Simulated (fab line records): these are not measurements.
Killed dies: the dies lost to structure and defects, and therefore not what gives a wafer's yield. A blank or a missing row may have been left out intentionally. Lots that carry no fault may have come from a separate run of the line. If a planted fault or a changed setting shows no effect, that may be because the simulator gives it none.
fab line records -- flow nand-harc
record lots=12, wafers=36, last-day=33
route steps=1302 shown P_M1@303 THIN_TSV@1262 END@1302
lots with no fault: from the same line, run without faults
start-h: hours from the record's opening day to when the first of the lot's shown wafers began -- wait-h: hours since the lot's step before -- " the same as in the row above -- L1.1+2: one row covering several wafers at once -- - either no value or no given start -- * or withheld: withheld -- < > ~ a bound
route shown NAME@n: a module of which the file shows steps, and the number in the route of the first -- usual: mean and standard deviation over wafers with no fault -- same: alike in all rows -- chamber/n: place in a boat -- sites: each site's reading -- _std_site: how widely they spread, as a standard deviation -- _edge_site: inner sites' mean taken away from outer sites' mean -- radius-mm: how far each site lies from the wafer's centre -- mask NAME#n: copy n -- behind: tool/chamber where the wafer was last shaped -- hold: the reason the lot was held/the length of the hold in hours/how it ended -- device: the n, p or np transistor that did not switch -- end of line: at the end of the route, the tests of the same wafers -- a step without rows: its recipe alone -- killed: at the first sort, the dies lost to defects and structure; wafer yield is something else -- map: the dies of a wafer, with x for killed, . for not killed, _ for no die there
set.NAME: the run value of the setting; set.NAME@STEP: its run value at that earlier step -- model.NAME: the simulator's own value behind a step, which no gauge read
steps of the route over a sample of lots; a table a step, a row a wafer
services: when a tool's chamber went out of use (start-h, in hours from the record's first day, below 0 if earlier), for how many hours, and the reason
## steps
# step NHARC_P_M1_ETCH_28
# recipe target-depth-a=300, over-etch-frac=0.3, time-s=72.99, ion-energy-ev=150, cf4-flow-sccm=50, n2-flow-sccm=100, ar-flow-sccm=150, rf-w=300, bias-w=100, chemistry=CF4/N2
# usual drypump-motor-current-A=5.9/0.49, oes-product-au=1.003/0.016, rf-fwd-power-W=297.1/1.2, rf-vpp-V=314.0/1.9, showerhead-plenum-p-Torr=2.62/0.1, throttle-valve-pct=19.794/0.0087
lot.wafer,tool,chamber,start-h,wait-h,drypump-motor-current-A,oes-product-au,rf-fwd-power-W,rf-hours-counter-h,rf-vpp-V,showerhead-plenum-p-Torr,throttle-valve-pct
L886.2,rie-diel-01,3,130.52,-,6.1,1.005,299.2,10,317.3,2.68,19.804
L886.3,rie-diel-01,0,130.52,-,5.9,0.995,295.2,9,313.4,2.52,19.805
L886.4,rie-diel-01,2,130.52,-,6.3,1.017,297.1,10,316.0,2.74,19.799
L887.2,rie-diel-12,3,139.01,-,6.6,0.981,296.6,2,312.7,2.62,19.814
L887.1,rie-diel-12,0,139.01,-,5.7,0.981,298.1,2,311.5,2.56,19.800
L887.4,rie-diel-12,2,139.01,-,5.7,1.001,295.6,2,313.1,2.59,19.790
L888.1,rie-diel-01,1,143.76,-,5.7,1.009,296.5,10,316.4,2.81,19.778
L888.3,rie-diel-01,0,143.76,-,5.9,0.998,296.6,10,314.5,2.52,19.800
L888.5,rie-diel-01,1,143.76,-,5.7,1.014,295.8,-,316.7,2.81,19.785
L890.1,rie-diel-01,2,175.42,-,6.3,1.031,295.1,13,315.7,2.73,19.791
L890.3,rie-diel-01,0,175.42,-,5.8,1.003,296.8,12,311.1,2.51,19.789
L890.6,rie-diel-01,2,175.42,-,6.3,1.030,295.6,-,315.5,2.73,19.797
L891.3,rie-diel-01,0,176.31,-,5.9,1.002,296.0,12,312.0,2.51,19.799
L891.4,rie-diel-01,2,176.31,-,6.3,1.025,297.2,13,316.0,2.73,19.805
L891.6,rie-diel-01,3,176.31,-,6.1,0.992,299.1,-,314.3,2.68,19.788
L893.1,rie-diel-12,3,206.20,-,6.6,1.001,296.6,7,313.1,2.62,19.795
L893.3,rie-diel-12,0,206.20,-,5.7,0.987,298.5,8,312.0,2.56,19.791
L893.4,rie-diel-12,2,206.20,-,5.7,0.994,296.4,6,314.9,2.59,19.799
L894.2,rie-diel-12,0,210.85,-,5.7,0.995,298.0,8,312.2,2.56,19.792
L894.1,rie-diel-12,1,210.85,-,5.2,1.037,296.4,8,312.2,2.49,19.802
L894.5,rie-diel-12,3,210.85,-,6.6,0.995,299.1,-,314.4,2.62,19.793
L896.3,rie-diel-12,2,225.93,-,5.7,0.991,297.5,7,313.1,2.59,19.788
L896.1,rie-diel-12,3,225.93,-,6.6,0.997,298.2,8,314.3,2.62,19.790
L896.4,rie-diel-12,0,225.93,-,5.7,0.983,298.1,8,312.9,2.56,19.789
L901.3,rie-diel-01,1,268.90,-,5.6,1.019,296.0,5,318.5,2.80,19.799
L901.5,rie-diel-01,3,268.90,-,6.1,0.992,298.7,-,313.8,2.67,19.793
L901.6,rie-diel-01,0,268.90,-,5.9,0.987,296.6,-,311.7,2.51,19.798
L899.3,rie-diel-01,1,272.39,-,5.6,1.021,296.9,5,316.6,2.80,19.795
L899.1,rie-diel-01,3,272.39,-,6.1,1.001,300.2,6,315.6,2.67,19.801
L899.6,rie-diel-01,1,272.39,-,5.6,1.030,297.3,-,316.9,2.80,19.817
L904.2,rie-diel-01,3,303.96,-,6.1,0.992,298.4,9,314.2,2.67,19.792
L904.4,rie-diel-01,0,303.96,-,5.9,0.992,295.2,-,311.9,2.51,19.795
L904.6,rie-diel-01,1,303.96,-,5.6,1.011,297.7,-,316.5,2.80,19.798
L908.1,rie-diel-12,0,349.14,-,5.7,0.991,298.0,4,313.2,2.56,19.788
L908.2,rie-diel-12,1,349.14,-,5.2,1.042,297.1,4,312.8,2.48,19.786
L908.5,rie-diel-12,2,349.14,-,5.7,1.010,295.3,-,313.5,2.59,19.803
# step NHARC_THIN_TSV_ETCH_44
# recipe target-depth-a=15942, time-s=797.1, cf4-flow-sccm=150, o2-flow-sccm=10, ar-flow-sccm=0, rf-w=300, bias-w=800, chemistry=CF4/O2
# usual drypump-motor-current-A=5.8/0.41, oes-product-au=0.994/0.014, rf-fwd-power-W=299.5/0.82, rf-vpp-V=793.0/2.7, showerhead-plenum-p-Torr=1.81/0.039, throttle-valve-pct=16.914/0.009
lot.wafer,tool,chamber,start-h,wait-h,drypump-motor-current-A,oes-product-au,rf-fwd-power-W,rf-hours-counter-h,rf-vpp-V,showerhead-plenum-p-Torr,throttle-valve-pct
L886.4,rie-diel-12,1,554.13,0.1,5.2,1.004,300.7,5,787.5,1.73,16.923
L886.2,rie-diel-12,2,554.13,0.1,5.7,0.995,299.5,6,792.7,1.80,16.928
L886.3,rie-diel-12,3,554.13,0.1,6.6,1.010,298.6,6,795.9,1.82,16.918
L888.3,rie-diel-02,0,555.21,0.1,5.6,0.985,299.7,8,793.6,1.81,16.906
L888.1,rie-diel-02,1,555.21,0.1,6.0,0.981,298.3,7,796.6,1.88,16.915
L888.5,rie-diel-02,0,555.21,0.1,5.6,0.990,299.8,-,790.9,1.81,16.914
L887.1,rie-diel-02,3,558.33,0.1,5.8,0.993,298.9,8,794.7,1.84,16.915
L887.2,rie-diel-02,0,558.33,0.1,5.5,0.995,299.9,8,792.6,1.81,16.918
L887.4,rie-diel-02,2,558.33,0.1,5.4,1.013,299.9,5,791.8,1.81,16.917
L891.3,rie-diel-12,3,588.96,0.1,6.6,0.999,298.8,9,792.5,1.82,16.912
L891.4,rie-diel-12,0,588.96,0.1,5.7,0.987,299.5,8,793.0,1.78,16.913
L891.6,rie-diel-12,0,588.96,0.1,5.7,0.987,299.8,-,791.4,1.78,16.925
L890.1,rie-diel-12,3,594.04,0.2,6.6,0.993,300.0,9,793.9,1.82,16.921
L890.3,rie-diel-12,0,594.04,0.2,5.7,0.997,299.0,8,791.1,1.78,16.931
L890.6,rie-diel-12,1,594.04,0.2,5.2,1.004,299.8,-,788.3,1.73,16.917
L893.3,rie-diel-12,2,632.40,0.1,5.7,0.989,299.0,0,790.8,1.80,16.906
L893.1,rie-diel-12,3,632.40,0.1,6.6,0.997,300.3,0,793.2,1.82,16.918
L893.4,rie-diel-12,1,632.40,0.1,5.2,1.019,299.1,0,788.4,1.73,16.917
L894.2,rie-diel-02,2,640.73,0.1,5.4,1.002,298.2,2,791.8,1.81,16.891
L894.1,rie-diel-02,1,640.73,0.1,6.1,0.977,299.9,3,798.1,1.88,16.905
L894.5,rie-diel-02,3,640.73,0.1,5.9,0.978,299.9,-,796.4,1.84,16.916
L896.4,rie-diel-02,3,642.15,0.1,5.9,0.985,299.3,4,793.9,1.84,16.919
L896.1,rie-diel-02,0,642.15,0.1,5.5,1.000,300.4,4,792.3,1.81,16.917
L896.3,rie-diel-02,1,642.15,0.1,6.1,0.971,300.2,4,796.4,1.88,16.915
L901.3,rie-diel-12,3,681.29,0.1,6.6,0.999,299.1,3,794.0,1.82,16.905
L901.5,rie-diel-12,2,681.29,0.1,5.7,1.005,298.6,-,792.7,1.80,16.925
L901.6,rie-diel-12,3,681.29,0.1,6.6,1.008,299.3,-,793.2,1.82,16.914
L899.3,rie-diel-12,3,688.67,0.1,6.6,1.009,298.9,4,793.6,1.82,16.918
L899.1,rie-diel-12,2,688.67,0.1,5.7,1.009,299.7,4,793.8,1.80,16.898
L899.6,rie-diel-12,2,688.67,0.1,5.7,0.996,299.6,-,793.4,1.80,16.895
L904.2,rie-diel-02,1,723.12,0.1,6.1,0.963,299.6,7,797.4,1.88,16.896
L904.4,rie-diel-02,3,723.12,0.1,5.9,0.978,299.4,8,794.8,1.83,16.917
L904.6,rie-diel-02,1,723.12,0.1,6.1,0.970,298.8,-,798.2,1.88,16.919
L908.2,rie-diel-02,0,778.33,0.1,5.5,0.997,300.3,2,793.3,1.81,16.900
L908.1,rie-diel-02,1,778.33,0.1,6.1,0.994,300.8,2,796.2,1.88,16.906
L908.5,rie-diel-02,0,778.33,0.1,5.6,0.995,300.8,-,792.6,1.81,16.914
# step NHARC_THIN_TSV_PRE_CLEAN_50
# recipe time-s=30, temp-c=280, gas=H2/He
# usual heater-power-w=402/43, susceptor-temp-C=280.00/0.19
lot.wafer,tool,chamber,start-h,wait-h,heater-power-w,susceptor-temp-C
L886.4,pvd-sputter-03,-,-,-,338,279.98
L886.2,pvd-sputter-03,-,-,-,431,279.38
L886.3,pvd-sputter-03,-,-,-,482,280.02
L888.1,pvd-sputter-01,-,-,-,389,280.02
L888.3,pvd-sputter-01,-,-,-,390,280.06
L888.5,pvd-sputter-01,-,-,-,377,280.03
L887.1,pvd-sputter-02,-,-,-,450,280.14
L887.4,pvd-sputter-02,-,-,-,393,279.86
L887.2,pvd-sputter-02,-,-,-,345,279.76
L891.3,pvd-sputter-02,-,-,-,429,280.10
L891.4,pvd-sputter-02,-,-,-,355,279.59
L891.6,pvd-sputter-02,-,-,-,443,279.87
L890.1,pvd-sputter-02,-,-,-,463,279.76
L890.3,pvd-sputter-02,-,-,-,356,279.73
L890.6,pvd-sputter-02,-,-,-,456,279.87
L893.4,pvd-sputter-02,-,-,-,428,280.15
L893.1,pvd-sputter-02,-,-,-,397,279.93
L893.3,pvd-sputter-02,-,-,-,458,280.11
L894.2,pvd-sputter-01,-,-,-,386,280.14
L894.1,pvd-sputter-01,-,-,-,370,279.96
L894.5,pvd-sputter-01,-,-,-,381,279.94
L896.1,pvd-sputter-03,-,-,-,358,-
L896.4,pvd-sputter-03,-,-,-,340,-
L896.3,pvd-sputter-03,-,-,-,412,-
L901.3,pvd-sputter-01,-,-,-,367,280.05
L901.5,pvd-sputter-01,-,-,-,364,279.93
L901.6,pvd-sputter-01,-,-,-,417,280.00
L899.1,pvd-sputter-01,-,-,-,373,280.21
L899.3,pvd-sputter-01,-,-,-,406,279.89
L899.6,pvd-sputter-01,-,-,-,380,280.01
L904.4,pvd-sputter-01,-,-,-,395,279.99
L904.2,pvd-sputter-01,-,-,-,412,280.25
L904.6,pvd-sputter-01,-,-,-,392,280.13
L908.1,pvd-sputter-02,-,-,-,473,279.98
L908.2,pvd-sputter-02,-,-,-,399,279.87
L908.5,pvd-sputter-02,-,-,-,470,279.86
# step NHARC_END_SORT_01
# recipe temp-c=25
# usual defect-limited-yield=91.5/2.7, killed-at-array=52/19, killed-at-other=0.9/1.3, killed-at-periphery=4/3.1, killed-dies=57/18, killed-open=3.2/1.7, killed-short=2.3/1.4, sort_bin_2_pct=2.9/1.2, sort_bin_3_pct=0.6/0.42, sort_bin_4_pct=4.9/1.5, sort-n-pass=620/18, sort-rim-yield-pct=93/4.3, sort-yield-pct=91.5/2.7
# same gross-dies=677, sort_bin_5_pct[%]=0, sort_bin_6_pct[%]=0, sort_bin_7_pct[%]=0, sort_bin_8_pct[%]=0, sort-rim-n-gross=106.00
lot.wafer,tool,chamber,start-h,wait-h,defect-limited-yield[%],killed-at-array,killed-at-other,killed-at-periphery,killed-dies,killed-open,killed-short,sort_bin_2_pct[%],sort_bin_3_pct[%],sort_bin_4_pct[%],sort-n-pass,sort-rim-yield-pct[%],sort-yield-pct[%]
L888.1,prober-01,0,568.80,2.5,92.5,48,1,2,51,1,1,2.5,0.3,4.7,626,97,92.5
L888.3,prober-01,0,570.37,3.1,91.3,57,0,2,59,2,0,3.2,0.6,4.9,618,96,91.3
L888.5,prober-01,0,571.95,3.6,92.0,51,1,2,54,2,2,2.5,0.7,4.7,623,95,92.0
L890.1,prober-02,0,611.45,2.5,89.4,70,0,2,72,5,2,4.1,0.6,5.9,605,87,89.4
L890.3,prober-02,0,613.07,3.1,89.7,68,0,2,70,4,2,4.1,0.4,5.8,607,88,89.7
L890.6,prober-02,0,615.49,4.0,85.7,90,0,7,97,1,2,5.9,1.3,7.1,580,88,85.7
L896.1,prober-02,0,654.97,2.5,90.5,64,0,0,64,3,3,4.1,0.6,4.7,613,97,90.5
L896.3,prober-02,0,656.59,3.1,91.7,55,0,1,56,1,1,2.5,0.3,5.5,621,92,91.7
L896.4,prober-02,0,657.40,3.4,90.1,61,3,3,67,3,0,3.0,0.9,6.1,610,97,90.1
L901.3,prober-01,0,696.74,3.1,92.8,41,0,8,49,4,1,2.5,0.3,4.4,628,99,92.8
L901.5,prober-01,0,698.33,3.7,91.4,51,0,7,58,2,8,2.7,0.9,5.0,619,95,91.4
L901.6,prober-01,0,699.13,4.0,90.4,50,0,15,65,6,3,2.4,0.9,6.4,612,99,90.4
L899.1,prober-01,0,703.80,2.5,78.1,87,1,60,148,1,3,7.4,4.6,9.9,529,81,78.1
L899.3,prober-01,0,705.40,3.1,87.7,78,0,5,83,4,1,5.0,1.9,5.3,594,85,87.7
L899.6,prober-01,0,707.79,4.0,84.2,106,0,1,107,5,1,5.5,1.0,9.3,570,92,84.2
L904.2,prober-02,0,739.00,2.8,83.3,57,0,56,113,2,2,6.5,3.7,6.5,564,87,83.3
L904.4,prober-02,0,740.60,3.4,92.3,52,0,0,52,4,2,2.7,0.7,4.3,625,91,92.3
L904.6,prober-02,0,742.20,4.0,93.2,44,0,2,46,3,2,3.0,0.6,3.2,631,89,93.2
# killed by level:class
L888.1 A_CHANNEL_HOLE_D2:chamber-film-flake=34 A_STAIRCASE:chamber-film-flake=5 A_CONTACT:chamber-film-flake=4 A_CHANNEL_HOLE_D1:chamber-film-flake=2 P_M0:geometric-particle:open=1 A_CHANNEL_HOLE_D1:geometric-particle:short=1 P_ZERO_WELL:chamber-film-flake=1 A_CHANNEL_FILL_D2:chamber-film-flake=1
L888.3 A_CHANNEL_HOLE_D2:chamber-film-flake=44 A_STAIRCASE:chamber-film-flake=3 A_CONTACT:chamber-film-flake=3 A_ZERO_WELL:chamber-film-flake=2 A_DECK1_JOINT:geometric-particle:open=1 A_SGD_CUT:geometric-particle:open=1 P_ZERO_WELL:chamber-film-flake=1 P_STI:chamber-film-flake=1
L888.5 A_CHANNEL_HOLE_D2:chamber-film-flake=33 A_CONTACT:chamber-film-flake=7 A_WL_FILL:chamber-film-flake=4 A_CHANNEL_HOLE_D1:chamber-film-flake=3 P_CONTACT:geometric-particle:open=1 A_DECK1_JOINT:geometric-particle:short=1 A_SGD_CUT:geometric-particle:open=1 A_WL_FILL:geometric-particle:short=1
L890.1 A_CHANNEL_HOLE_D2:chamber-film-flake=25 A_CHANNEL_HOLE_D1:chamber-film-flake=22 A_SLIT:chamber-film-flake=12 A_CONTACT:chamber-film-flake=4 P_M1:geometric-particle:open=1 A_ONON_D1:geometric-particle:short=1 A_ONON_D1:geometric-particle:open=1 A_ONON_D2:geometric-particle:short=1
L890.3 A_CHANNEL_HOLE_D2:chamber-film-flake=22 A_CHANNEL_HOLE_D1:chamber-film-flake=21 A_SLIT:chamber-film-flake=14 A_CONTACT:chamber-film-flake=5 P_GATE:geometric-particle:short=1 P_GATE:geometric-particle:open=1 A_SOURCE_PLATE:geometric-particle:open=1 A_CHANNEL_FILL_D1:geometric-particle:short=1
L890.6 A_CHANNEL_HOLE_D1:chamber-film-flake=35 A_CHANNEL_HOLE_D2:chamber-film-flake=25 A_SLIT:chamber-film-flake=13 A_CONTACT:chamber-film-flake=9 P_ZERO_WELL:chamber-film-flake=4 A_STAIRCASE:chamber-film-flake=3 P_GATE:chamber-film-flake=2 A_CHANNEL_FILL_D2:chamber-film-flake=2
L896.1 A_CHANNEL_HOLE_D1:chamber-film-flake=32 A_CHANNEL_HOLE_D2:chamber-film-flake=16 A_CONTACT:chamber-film-flake=4 A_DECK1_JOINT:chamber-film-flake=3 A_ONON_D1:geometric-particle:open=2 A_WL_FILL:geometric-particle:short=2 A_WL_FILL:chamber-film-flake=2 A_CHANNEL_FILL_D2:geometric-particle:short=1
L896.3 A_CHANNEL_HOLE_D1:chamber-film-flake=37 A_CHANNEL_HOLE_D2:chamber-film-flake=9 A_SLIT:chamber-film-flake=3 P_STI:geometric-particle:short=1 A_CHANNEL_FILL_D1:geometric-particle:open=1 A_ZERO_WELL:chamber-film-flake=1 A_DECK1_JOINT:chamber-film-flake=1 A_CHANNEL_FILL_D1:chamber-film-flake=1
L896.4 A_CHANNEL_HOLE_D1:chamber-film-flake=36 A_CHANNEL_HOLE_D2:chamber-film-flake=16 THIN_TSV:chamber-film-flake=3 A_CONTACT:chamber-film-flake=3 A_DECK1_JOINT:chamber-film-flake=2 P_M1:geometric-particle:open=1 A_ONON_D1:geometric-particle:open=1 A_CHANNEL_FILL_D1:geometric-particle:open=1
L901.3 A_CHANNEL_HOLE_D1:chamber-film-flake=29 P_GATE:chamber-film-flake=6 A_SLIT:chamber-film-flake=2 A_STAIRCASE:chamber-film-flake=2 A_M1:chamber-film-flake=2 P_M0:geometric-particle:open=1 A_ONON_D1:geometric-particle:open=1 A_ONON_D2:geometric-particle:open=1
L901.5 A_CHANNEL_HOLE_D1:chamber-film-flake=32 P_GATE:chamber-film-flake=5 A_STAIRCASE:chamber-film-flake=4 A_WL_FILL:geometric-particle:short=3 A_SLIT:chamber-film-flake=3 A_ONON_D1:geometric-particle:short=2 P_M0:geometric-particle:open=1 P_M2:geometric-particle:short=1
L901.6 A_CHANNEL_HOLE_D1:chamber-film-flake=33 P_GATE:chamber-film-flake=11 A_STAIRCASE:chamber-film-flake=4 A_SLIT:chamber-film-flake=4 P_GATE:geometric-particle:short=1 P_M0:geometric-particle:open=1 P_M1:geometric-particle:open=1 A_CHANNEL_HOLE_D1:geometric-particle:short=1
L899.1 P_M1:unspecified=54 A_SLIT:chamber-film-flake=37 A_CHANNEL_HOLE_D1:chamber-film-flake=24 A_STAIRCASE:chamber-film-flake=9 A_CHANNEL_HOLE_D2:chamber-film-flake=9 P_GATE:chamber-film-flake=5 A_CONTACT:chamber-film-flake=3 A_CHANNEL_FILL_D1:geometric-particle:short=1
L899.3 A_CHANNEL_HOLE_D1:chamber-film-flake=35 A_SLIT:chamber-film-flake=18 A_STAIRCASE:chamber-film-flake=12 P_GATE:chamber-film-flake=4 A_CHANNEL_HOLE_D2:chamber-film-flake=2 A_SGD_CUT:chamber-film-flake=2 A_CONTACT:chamber-film-flake=2 A_ONON_D1:geometric-particle:open=1
L899.6 A_CHANNEL_HOLE_D1:chamber-film-flake=37 A_SLIT:chamber-film-flake=34 A_STAIRCASE:chamber-film-flake=13 A_CHANNEL_HOLE_D2:chamber-film-flake=9 A_SGD_CUT:chamber-film-flake=3 A_M1:chamber-film-flake=2 A_CHANNEL_HOLE_D1:geometric-particle:short=1 A_DECK1_JOINT:geometric-particle:open=1
L904.2 P_M1:unspecified=54 A_SLIT:chamber-film-flake=31 A_CHANNEL_HOLE_D1:chamber-film-flake=10 A_CONTACT:chamber-film-flake=8 P_GATE:geometric-particle:open=1 P_M0:geometric-particle:short=1 A_CHANNEL_FILL_D1:geometric-particle:short=1 A_ONON_D2:geometric-particle:open=1
L904.4 A_SLIT:chamber-film-flake=17 A_CHANNEL_HOLE_D1:chamber-film-flake=13 A_CONTACT:chamber-film-flake=11 A_ZERO_WELL:chamber-film-flake=3 A_ONON_D1:geometric-particle:short=1 A_CHANNEL_FILL_D2:geometric-particle:open=1 A_SGD_CUT:geometric-particle:open=1 A_WL_FILL:geometric-particle:short=1
L904.6 A_SLIT:chamber-film-flake=14 A_CHANNEL_HOLE_D1:chamber-film-flake=12 A_CONTACT:chamber-film-flake=6 A_SGD_CUT:geometric-particle:open=2 P_STI:chamber-film-flake=2 A_CHANNEL_HOLE_D2:chamber-film-flake=2 A_CHANNEL_FILL_D2:chamber-film-flake=2 A_BLC:geometric-particle:short=1
## services
tool,chamber,start-h,hours,kind
rie-diel-12,1,109.23,2.7,repair
rie-diel-12,1,123.92,2.9,repair
rie-diel-12,2,146.56,9.0,repair
rie-diel-01,-,203.80,9.0,pm
rie-diel-12,-,243.82,0.8,repair
rie-diel-12,-,268.43,9.0,pm
rie-diel-01,2,289.87,30.9,repair
rie-diel-12,2,293.71,12.6,repair
rie-diel-12,1,378.12,5.7,repair
rie-diel-01,-,380.80,9.0,pm
rie-diel-12,3,385.27,7.5,repair
rie-diel-12,-,445.43,9.0,pm
rie-diel-01,0,466.04,3.2,repair
rie-diel-12,1,479.07,6.9,repair
rie-diel-01,-,485.82,38.0,repair
rie-diel-12,-,490.14,0.5,repair
rie-diel-12,2,506.11,3.9,repair
rie-diel-12,-,514.39,0.3,repair
rie-diel-12,2,535.11,9.0,repair
rie-diel-12,0,569.32,1.6,repair
rie-diel-12,0,599.53,10.3,repair
rie-diel-12,-,622.43,9.0,pm
rie-diel-12,1,684.35,11.4,repair
rie-diel-12,1,769.65,3.3,repair
## key
first-sign step=NHARC_END_SORT_01, reading=killed-at-periphery, direction=up, sigmas=17, usual=4, struck=58
effect step=NHARC_END_SORT_01, reading=killed-dies, direction=up, sigmas=4, usual=57, struck=130
more-kills-born-at NHARC_P_M1_ETCH_28@rie-diel-01=107
met-at NHARC_P_M1_ETCH_28
struck-lots L899,L904
struck-wafers L899.1,L904.2
not-acting-at NHARC_THIN_TSV_ETCH_44,NHARC_THIN_TSV_PRE_CLEAN_50
onset-between 268.90 272.39
fault kind=chamber-particle-source, tool=rie-diel-01, chamber=3, onset-h=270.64, steps=NHARC_P_M1_ETCH_28, rate-per-visit-cm2=1.9634, end-h=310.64
